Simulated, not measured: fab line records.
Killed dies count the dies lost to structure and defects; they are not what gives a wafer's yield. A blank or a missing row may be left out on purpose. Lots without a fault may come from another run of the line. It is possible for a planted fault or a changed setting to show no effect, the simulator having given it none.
fab line records ; flow nandHarc
record: lots: 6; wafers: 18; lastDay: 24
route steps=1159 shown P_M1@311 P_M2@318 END@1159
lots untouched by any fault: they come from a run of this same line in which no faults occurred
startH: the number of hours between the record's first day and the start of the first shown wafer of the lot ; waitH: hours from the lot's prior step to this one ; " unchanged from the row above ; L1.1+2: several wafers, shown together as one row ; - either no value or no given start ; * or withheld: withheld ; < > ~ a bound
route shown NAME@n: a module of which the file shows steps, and the number in the route of the first ; usual: average and standard deviation across the fault-free wafers ; same: alike in all rows ; chamber/n: place in a boat ; sites: per-site readings ; _std_site: the values' standard deviation ; _edge_site: the outer-site mean with the inner-site mean subtracted ; radiusMm: for every site, how far away it sits from the centre of the wafer ; mask NAME#n: copy n ; behind: the tool/chamber that last shaped the wafer ; hold: reason for holding the lot/hours on hold/outcome of the hold ; device: names the non-switching transistor (n, p or np) ; end of line: tests of these same wafers at the route's end ; a step without rows: its recipe alone ; killed: count of dies lost to structure and defects at first sort (not the wafer's yield) ; map: shows each die of a wafer: x if killed, . if not, _ if none is there
set.NAME: the setting as run; set.NAME@STEP: as run at that earlier step ; model.NAME: the simulator's own value behind a step, which no gauge read
certain route steps with their lots: each step a table, each wafer a row
services: the hour from which a tool's chamber was out of use, counted from the record's first day as startH (under 0 if before that day), plus the number of hours and why
== steps ==
step: NHARC_P_M1_CMP_23
recipe: tOverpolishS: 20; targetThkNm: 157.82
usual: motorCurrentA: 12.0/1.1; timeToEndpointS: 28.9/2.6
lot.wafer;tool;chamber;startH;waitH;motorCurrentA;timeToEndpointS
L655.2;cmp-02;0;157.06;-;10.1;28.8
L655.4;cmp-02;1;157.06;-;13.3;31.5
L655.1;cmp-02;2;157.06;-;11.2;33.8
L657.4;cmp-02;3;170.56;-;12.4;33.3
L657.5;cmp-02;2;170.56;-;11.8;33.5
L657.6;cmp-02;3;170.56;-;13.2;35.9
L659.3;cmp-02;1;175.95;-;12.5;30.7
L659.1;cmp-02;2;175.95;-;11.5;30.0
L659.5;cmp-02;2;175.95;-;11.4;32.1
L660.3;cmp-01;2;204.48;-;10.6;29.0
L660.5;cmp-01;0;204.48;-;11.5;28.7
L660.6;cmp-01;1;204.48;-;13.8;24.6
L667.2;cmp-03;2;232.49;-;11.4;28.1
L667.5;cmp-03;3;232.49;-;11.8;31.1
L667.6;cmp-03;0;232.49;-;12.0;29.0
L671.3;cmp-01;1;255.57;-;14.0;26.1
L671.5;cmp-01;3;255.57;-;12.1;29.3
L671.6;cmp-01;0;255.57;-;11.9;30.3
step: NHARC_P_M1_THK_MEAS_24
recipe: thkMeasGauge: xrf
usual: thkNm: 157.8/1.6
lot.wafer;tool;chamber;startH;waitH;thkNm
L655.1;filmMetro-02;-;157.38;-;161.1
L655.2;filmMetro-02;-;157.38;-;159.3
L655.4;filmMetro-02;-;157.38;-;159.2
L657.4;filmMetro-01;-;170.85;-;159.5
L657.5;filmMetro-01;-;170.85;-;158.7
L657.6;filmMetro-01;-;170.85;-;158.9
L659.1;filmMetro-02;-;176.27;-;161.3
L659.3;filmMetro-02;-;176.27;-;159.4
L659.5;filmMetro-02;-;176.27;-;158.8
L660.3;filmMetro-02;-;204.74;-;158.9
L660.5;filmMetro-02;-;204.74;-;158.6
L660.6;filmMetro-02;-;204.74;-;157.0
L667.2;filmMetro-01;-;232.72;-;156.0
L667.5;filmMetro-01;-;232.72;-;157.0
L667.6;filmMetro-01;-;232.72;-;159.0
L671.3;filmMetro-02;-;255.83;-;158.5
L671.5;filmMetro-02;-;255.83;-;158.2
L671.6;filmMetro-02;-;255.83;-;159.0
step: NHARC_P_M1_SRD_25
step: NHARC_P_M1_INSPECT_27
usual: rawDefectCount: 303/120
lot.wafer;tool;chamber;startH;waitH;rawDefectCount
L655.1;defectInspect-01;-;157.54;0.0;165
L655.2;defectInspect-01;-;157.54;0.0;251
L655.4;defectInspect-01;-;157.54;0.0;284
L657.4;defectInspect-02;-;171.01;0.0;256
L657.5;defectInspect-02;-;171.01;0.0;320
L657.6;defectInspect-02;-;171.01;0.0;273
L659.1;defectInspect-01;-;176.43;0.0;341
L659.3;defectInspect-01;-;176.43;0.0;512
L659.5;defectInspect-01;-;176.43;0.0;481
L660.3;defectInspect-01;-;204.89;0.0;127
L660.5;defectInspect-01;-;204.89;0.0;135
L660.6;defectInspect-01;-;204.89;0.0;213
L667.2;defectInspect-02;-;232.90;0.0;169
L667.5;defectInspect-02;-;232.90;0.0;312
L667.6;defectInspect-02;-;232.90;0.0;343
L671.3;defectInspect-01;-;255.98;0.0;224
L671.5;defectInspect-01;-;255.98;0.0;285
L671.6;defectInspect-01;-;255.98;0.0;154
step: NHARC_P_M1_PRE_CLEAN_32
recipe: timeS: 12; tempC: 370; rfPowerW: 300; gas: NH3
usual: heaterPowerW: 631/67; rfFwdPowerW: 292.6/0.93
lot.wafer;tool;chamber;startH;waitH;heaterPowerW;rfFwdPowerW
L655.2;pecvd-01;1;157.61;0.1;646;293.7
L655.1;pecvd-01;2;157.61;0.1;646;293.7
L655.4;pecvd-01;1;157.61;0.1;655;293.0
L657.6;pecvd-04;2;171.11;0.1;684;292.8
L657.4;pecvd-04;0;171.11;0.1;625;292.3
L657.5;pecvd-04;1;171.11;0.1;674;292.0
L659.3;pecvd-04;1;176.50;0.1;655;292.3
L659.1;pecvd-04;2;176.50;0.1;688;293.2
L659.5;pecvd-04;0;176.50;0.1;570;293.3
L660.3;pecvd-01;0;204.96;0.1;759;293.9
L660.6;pecvd-01;1;204.96;0.1;555;292.8
L660.5;pecvd-01;2;204.96;0.1;690;290.9
L667.2;pecvd-04;0;232.99;0.1;565;292.6
L667.6;pecvd-04;2;232.99;0.1;713;291.9
L667.5;pecvd-04;0;232.99;0.1;591;293.6
L671.3;pecvd-02;1;256.05;0.1;549;293.4
L671.6;pecvd-02;1;256.05;0.1;560;292.9
L671.5;pecvd-02;2;256.05;0.1;666;292.9
step: NHARC_P_M1_DEP_33
recipe: targetThkA: 300; tempC: 370; targetThkNm: 30; pressureTorr: 3; flowSccm: 200; rfW: 450; material: SiCN
usual: heaterPowerW: 569/63; rfFwdPowerW: 448.9/1.3
lot.wafer;tool;chamber;startH;waitH;heaterPowerW;rfFwdPowerW
L655.2;pecvd-01;1;157.68;0.1;579;446.7
L655.1;pecvd-01;2;157.68;0.1;590;447.2
L655.4;pecvd-01;1;157.68;0.1;568;449.8
L657.6;pecvd-04;2;171.28;0.2;556;447.4
L657.4;pecvd-04;0;171.28;0.2;582;449.0
L657.5;pecvd-04;1;171.28;0.2;538;448.8
L659.3;pecvd-04;1;176.58;0.1;581;450.8
L659.1;pecvd-04;2;176.58;0.1;651;448.0
L659.5;pecvd-04;0;176.58;0.1;542;448.8
L660.3;pecvd-01;0;205.04;0.1;630;448.8
L660.6;pecvd-01;1;205.04;0.1;580;449.0
L660.5;pecvd-01;2;205.04;0.1;622;451.1
L667.2;pecvd-04;0;233.15;0.1;542;451.4
L667.6;pecvd-04;2;233.15;0.1;586;446.7
L667.5;pecvd-04;0;233.15;0.1;529;449.8
L671.3;pecvd-02;1;256.13;0.1;466;448.9
L671.6;pecvd-02;1;256.13;0.1;471;449.4
L671.5;pecvd-02;2;256.13;0.1;555;450.1
step: NHARC_P_M2_DEP_00
recipe: targetThkA: 1825; targetThkNm: 182.5; tempC: withheld; pressureTorr: 5; flowSccm: 200; rfW: 600; material: SiOC
step: NHARC_P_M2_DEHYDRATE_01
recipe: tempC: 150; timeS: 120
step: NHARC_P_M2_HMDS_02
recipe: timeS: 30
step: NHARC_P_M2_COAT_34
recipe: tempC: 200; timeS: 65
step: NHARC_P_M2_COAT_03
recipe: spinRpm: 1500; resistThkNm: 90
step: NHARC_P_M2_SOFTBAKE_04
recipe: tempC: 105; timeS: 55
usual: heaterPowerTotalW: 188.44/0.13; plateTempC: 104.99/0.14
lot.wafer;tool;chamber;startH;waitH;heaterPowerTotalW;plateTempC
L655.1;lithoTrack-06;0;158;-;188.34;105.13
L655.2;lithoTrack-06;0;158;-;188.31;105.12
L655.4;lithoTrack-06;0;158;-;188.53;105.20
L657.4;lithoTrack-04;0;171;-;188.28;104.81
L657.5;lithoTrack-04;0;171;-;188.69;104.58
L657.6;lithoTrack-04;0;171;-;188.31;104.97
L659.1;lithoTrack-01;0;177;-;188.72;105.00
L659.3;lithoTrack-01;0;177;-;188.45;104.89
L659.5;lithoTrack-01;0;177;-;188.74;104.90
L660.3;lithoTrack-01;0;206;-;188.31;104.80
L660.5;lithoTrack-01;0;206;-;188.52;105.06
L660.6;lithoTrack-01;0;206;-;188.39;104.86
L667.2;lithoTrack-06;0;234;-;322.91;-
L667.5;lithoTrack-06;0;234;-;188.51;105.03
L667.6;lithoTrack-06;0;234;-;323.25;-
L671.3;lithoTrack-06;0;256;-;188.44;105.09
L671.5;lithoTrack-06;0;256;-;188.27;104.92
L671.6;lithoTrack-06;0;256;-;323.05;-
step: NHARC_P_M2_EBR_05
step: NHARC_END_SORT_01
recipe: tempC: 25
usual: defectLimitedYield: 95.3/1.7; killedAtArray: 28/11; killedAtOther: 0.5/0.85; killedAtPeriphery: 2.7/1.9; killedDies: 32/12; killedOpen: 3.3/1.6; killedShort: 2.1/1.5; sort_bin_2_pct: 1.5/0.71; sort_bin_3_pct: 0.25/0.23; sort_bin_4_pct: 3.0/1.1; sortNPass: 645/12; sortRimYieldPct: 95/3.1; sortYieldPct: 95.3/1.7
same: grossDies: 677; sort_bin_5_pct[%]: 0; sort_bin_6_pct[%]: 0; sort_bin_7_pct[%]: 0; sort_bin_8_pct[%]: 0; sortRimNGross: 106.00
lot.wafer;tool;chamber;startH;waitH;defectLimitedYield[%];killedAtArray;killedAtOther;killedAtPeriphery;killedDies;killedOpen;killedShort;sort_bin_2_pct[%];sort_bin_3_pct[%];sort_bin_4_pct[%];sortNPass;sortRimYieldPct[%];sortYieldPct[%]
L655.1;prober-02;0;472.94;2.5;94.8;30;0;5;35;5;4;0.6;0.74;3.8;642;92;94.8
L655.2;prober-02;0;473.74;2.8;93.8;38;0;4;42;7;2;2.7;0.15;3.4;635;92;93.8
L655.4;prober-02;0;475.32;3.4;94.4;34;0;4;38;7;1;1.8;0.15;3.7;639;88;94.4
L657.4;prober-01;0;500.84;3.4;94.4;36;2;0;38;3;3;1.2;0.30;4.1;639;90;94.4
L657.5;prober-01;0;501.65;3.7;95.0;34;0;0;34;3;1;1.9;0;3.1;643;94;95.0
L657.6;prober-01;0;502.45;4.0;95.0;30;2;2;34;2;3;1.8;0.15;3.1;643;93;95.0
L659.1;prober-01;0;512.91;2.5;96.6;18;2;3;23;4;1;0.7;0.15;2.5;654;99;96.6
L659.3;prober-01;0;514.51;3.1;96.9;18;2;1;21;3;1;0.9;0.44;1.8;656;97;96.9
L659.5;prober-01;0;516.11;3.7;97.3;13;3;2;18;2;3;1.0;0.15;1.5;659;96;97.3
L660.3;prober-02;0;522.28;3.1;96.0;23;1;3;27;3;0;0.6;0.44;3.0;650;98;96.0
L660.5;prober-02;0;523.90;3.7;94.7;31;2;3;36;1;2;1.6;0.30;3.4;641;97;94.7
L660.6;prober-02;0;524.71;4.0;95.6;25;4;1;30;2;0;1.9;0.15;2.4;647;94;95.6
L667.2;prober-02;0;564.74;2.8;96.2;26;0;0;26;5;2;1.0;0;2.8;651;98;96.2
L667.5;prober-02;0;567.14;3.7;96.9;19;0;2;21;1;2;1.2;0.30;1.6;656;99;96.9
L667.6;prober-02;0;567.94;4.0;97.3;15;1;2;18;4;2;0.7;0.15;1.8;659;97;97.3
L671.3;prober-01;0;581.06;3.0;90.7;62;0;1;63;4;2;2.8;0.30;6.2;614;92;90.7
L671.5;prober-01;0;582.64;3.7;91.4;54;1;3;58;3;3;2.7;0.59;5.3;619;95;91.4
L671.6;prober-01;0;583.44;4.0;93.4;40;0;5;45;5;0;1.9;0.30;4.4;632;93;93.4
killed by level:class
L655.1 A_CHANNEL_HOLE_D1:chamberFilmFlake=10 A_SLIT:chamberFilmFlake=6 A_CONTACT:chamberFilmFlake=3 P_CONTACT:geometricParticle:open=2 A_CHANNEL_FILL_D1:geometricParticle:short=2 A_SGD_CUT:geometricParticle:short=2 A_CONTACT:geometricParticle:open=2 P_M0:chamberFilmFlake=2
L655.2 A_CHANNEL_HOLE_D1:chamberFilmFlake=13 A_SLIT:chamberFilmFlake=11 A_CONTACT:geometricParticle:open=4 A_CONTACT:chamberFilmFlake=3 A_WL_FILL:chamberFilmFlake=2 A_ONON_D1:geometricParticle:open=1 A_ONON_D1:geometricParticle:short=1 A_CHANNEL_FILL_D1:geometricParticle:short=1
L655.4 A_CHANNEL_HOLE_D1:chamberFilmFlake=12 A_SLIT:chamberFilmFlake=12 A_WL_FILL:geometricParticle:open=2 A_CONTACT:geometricParticle:open=2 P_ZERO_WELL:chamberFilmFlake=2 A_CONTACT:chamberFilmFlake=2 P_CONTACT:geometricParticle:short=1 A_ONON_D1:geometricParticle:open=1
L657.4 A_CHANNEL_HOLE_D1:chamberFilmFlake=14 A_SLIT:chamberFilmFlake=12 A_CHANNEL_FILL_D1:geometricParticle:short=2 A_STAIRCASE:chamberFilmFlake=2 THIN_TSV:chamberFilmFlake=2 A_CHANNEL_HOLE_D1:geometricParticle:short=1 A_SGD_CUT:geometricParticle:open=1 A_WL_FILL:geometricParticle:open=1
L657.5 A_CHANNEL_HOLE_D1:chamberFilmFlake=13 A_SLIT:chamberFilmFlake=10 A_CONTACT:chamberFilmFlake=3 A_ZERO_WELL:chamberFilmFlake=2 A_STAIRCASE:chamberFilmFlake=2 A_ONON_D1:geometricParticle:open=1 A_WL_FILL:geometricParticle:open=1 A_CONTACT:geometricParticle:open=1
L657.6 A_SLIT:chamberFilmFlake=12 A_CHANNEL_HOLE_D1:chamberFilmFlake=10 A_STAIRCASE:chamberFilmFlake=2 THIN_TSV:chamberFilmFlake=2 P_GATE:geometricParticle:open=1 A_ONON_D1:geometricParticle:short=1 A_CHANNEL_HOLE_D1:geometricParticle:short=1 A_CHANNEL_FILL_D1:geometricParticle:short=1
L659.1 A_CHANNEL_FILL_D1:chamberFilmFlake=6 A_CHANNEL_HOLE_D1:chamberFilmFlake=3 A_CONTACT:chamberFilmFlake=3 A_STAIRCASE:chamberFilmFlake=2 THIN_TSV:chamberFilmFlake=2 P_GATE:geometricParticle:open=1 P_CONTACT:geometricParticle:open=1 A_CONTACT:geometricParticle:open=1
L659.3 A_CONTACT:chamberFilmFlake=5 A_CHANNEL_FILL_D1:chamberFilmFlake=4 A_CHANNEL_HOLE_D1:chamberFilmFlake=3 A_CONTACT:geometricParticle:open=2 THIN_TSV:chamberFilmFlake=2 P_CONTACT:geometricParticle:open=1 A_CHANNEL_FILL_D1:geometricParticle:short=1 A_STAIRCASE:chamberFilmFlake=1
L659.5 A_CHANNEL_FILL_D1:chamberFilmFlake=5 A_CHANNEL_FILL_D1:geometricParticle:short=2 THIN_TSV:chamberFilmFlake=2 P_CONTACT:geometricParticle:open=1 A_CHANNEL_HOLE_D1:geometricParticle:open=1 STARTING-WAFER:geometricParticle:short=1 P_STI:chamberFilmFlake=1 A_CHANNEL_HOLE_D1:chamberFilmFlake=1
L660.3 A_SLIT:chamberFilmFlake=8 A_CHANNEL_HOLE_D1:chamberFilmFlake=5 A_STAIRCASE:chamberFilmFlake=4 A_CONTACT:geometricParticle:open=2 A_SOURCE_PLATE:geometricParticle:open=1 P_ZERO_WELL:chamberFilmFlake=1 P_STI:chamberFilmFlake=1 P_GATE:chamberFilmFlake=1
L660.5 A_SLIT:chamberFilmFlake=19 A_CHANNEL_HOLE_D1:chamberFilmFlake=4 P_GATE:chamberFilmFlake=2 A_CHANNEL_FILL_D1:chamberFilmFlake=2 THIN_TSV:chamberFilmFlake=2 A_CHANNEL_FILL_D1:geometricParticle:open=1 A_STAIRCASE:geometricParticle:short=1 A_WL_FILL:geometricParticle:short=1
L660.6 A_SLIT:chamberFilmFlake=14 A_WL_FILL:chamberFilmFlake=4 THIN_TSV:chamberFilmFlake=4 A_CHANNEL_HOLE_D1:chamberFilmFlake=3 A_STAIRCASE:chamberFilmFlake=2 P_CONTACT:geometricParticle:open=1 A_WL_FILL:geometricParticle:open=1 A_CHANNEL_FILL_D1:chamberFilmFlake=1
L667.2 A_CHANNEL_HOLE_D1:chamberFilmFlake=9 A_STAIRCASE:chamberFilmFlake=4 A_CONTACT:chamberFilmFlake=3 A_BLC:geometricParticle:open=2 A_CHANNEL_FILL_D1:chamberFilmFlake=2 A_ONON_D1:geometricParticle:open=1 A_CHANNEL_FILL_D1:geometricParticle:open=1 A_SGD_CUT:geometricParticle:short=1
L667.5 A_CHANNEL_HOLE_D1:chamberFilmFlake=10 A_STAIRCASE:chamberFilmFlake=3 A_CHANNEL_FILL_D1:chamberFilmFlake=2 A_CONTACT:chamberFilmFlake=2 P_GATE:geometricParticle:open=1 A_STAIRCASE:geometricParticle:short=1 A_M1:geometricParticle:short=1 P_STI:chamberFilmFlake=1
L667.6 A_CHANNEL_HOLE_D1:chamberFilmFlake=6 A_CONTACT:chamberFilmFlake=3 P_CONTACT:geometricParticle:short=1 A_SOURCE_PLATE:geometricParticle:open=1 A_SGD_CUT:geometricParticle:open=1 A_CONTACT:geometricParticle:open=1 A_BLC:geometricParticle:short=1 P_ZERO_WELL:chamberFilmFlake=1
L671.3 A_SLIT:chamberFilmFlake=27 A_CHANNEL_HOLE_D1:chamberFilmFlake=11 A_STAIRCASE:chamberFilmFlake=9 A_BLC:chamberFilmFlake=5 A_CONTACT:chamberFilmFlake=2 A_M1:chamberFilmFlake=2 P_M0:geometricParticle:short=1 A_SOURCE_PLATE:geometricParticle:open=1
L671.5 A_SLIT:chamberFilmFlake=29 A_M1:chamberFilmFlake=7 A_STAIRCASE:chamberFilmFlake=6 A_CONTACT:chamberFilmFlake=5 A_CHANNEL_HOLE_D1:chamberFilmFlake=3 P_GATE:geometricParticle:short=1 P_CONTACT:geometricParticle:open=1 A_WL_FILL:geometricParticle:short=1
L671.6 A_SLIT:chamberFilmFlake=20 A_STAIRCASE:chamberFilmFlake=8 A_CHANNEL_HOLE_D1:chamberFilmFlake=4 A_M1:chamberFilmFlake=4 A_CONTACT:chamberFilmFlake=2 P_STI:geometricParticle:open=1 P_GATE:geometricParticle:open=1 P_M2:geometricParticle:open=1
== services ==
tool;chamber;startH;hours;kind
lithoTrack-04;-;141.00;7.0;pm
pecvd-04;0;151.19;3.4;repair
pecvd-02;-;153.45;13.0;pm
pecvd-04;-;155.90;1.0;repair
cmp-03;-;156.07;4.0;pm
cmp-02;-;157.97;1.9;repair
cmp-03;-;163.83;1.5;repair
pecvd-01;2;177.05;2.4;repair
cmp-01;-;179.66;4.0;pm
pecvd-02;0;183.67;6.2;repair
pecvd-04;-;195.28;13.0;pm
pecvd-04;0;195.28;13.0;ventCycle
pecvd-04;1;195.28;13.0;ventCycle
pecvd-04;2;195.28;13.0;ventCycle
cmp-03;-;197.25;0.2;repair
pecvd-04;0;208.28;-;clean
pecvd-02;-;213.11;1.0;repair
cmp-01;-;213.80;3.7;repair
cmp-01;-;221.60;2.5;repair
cmp-02;-;225.52;0.5;repair
pecvd-04;1;227.64;5.6;repair
cmp-02;-;228.11;4.0;pm
pecvd-01;-;237.00;13.0;pm
cmp-03;-;245.07;38.1;repair
== key ==
firstSign: step: NHARC_P_M2_SOFTBAKE_04; reading: heaterPowerTotalW; direction: up; sigmas: 99+; usual: *; struck: *
effect none on later readings
metAt NHARC_P_M2_SOFTBAKE_04
struckWafers L667.2,L667.6,L671.6
onsetBetween 158 234
fault: kind: processParameterDrift; tool: lithoTrack-06; chamber: -; onsetH: 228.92; steps: NHARC_P_M2_SOFTBAKE_04; channel: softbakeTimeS; offset: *; shape: step; endH: 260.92; scope: struckWafersOnly; actsIn: *; stated: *
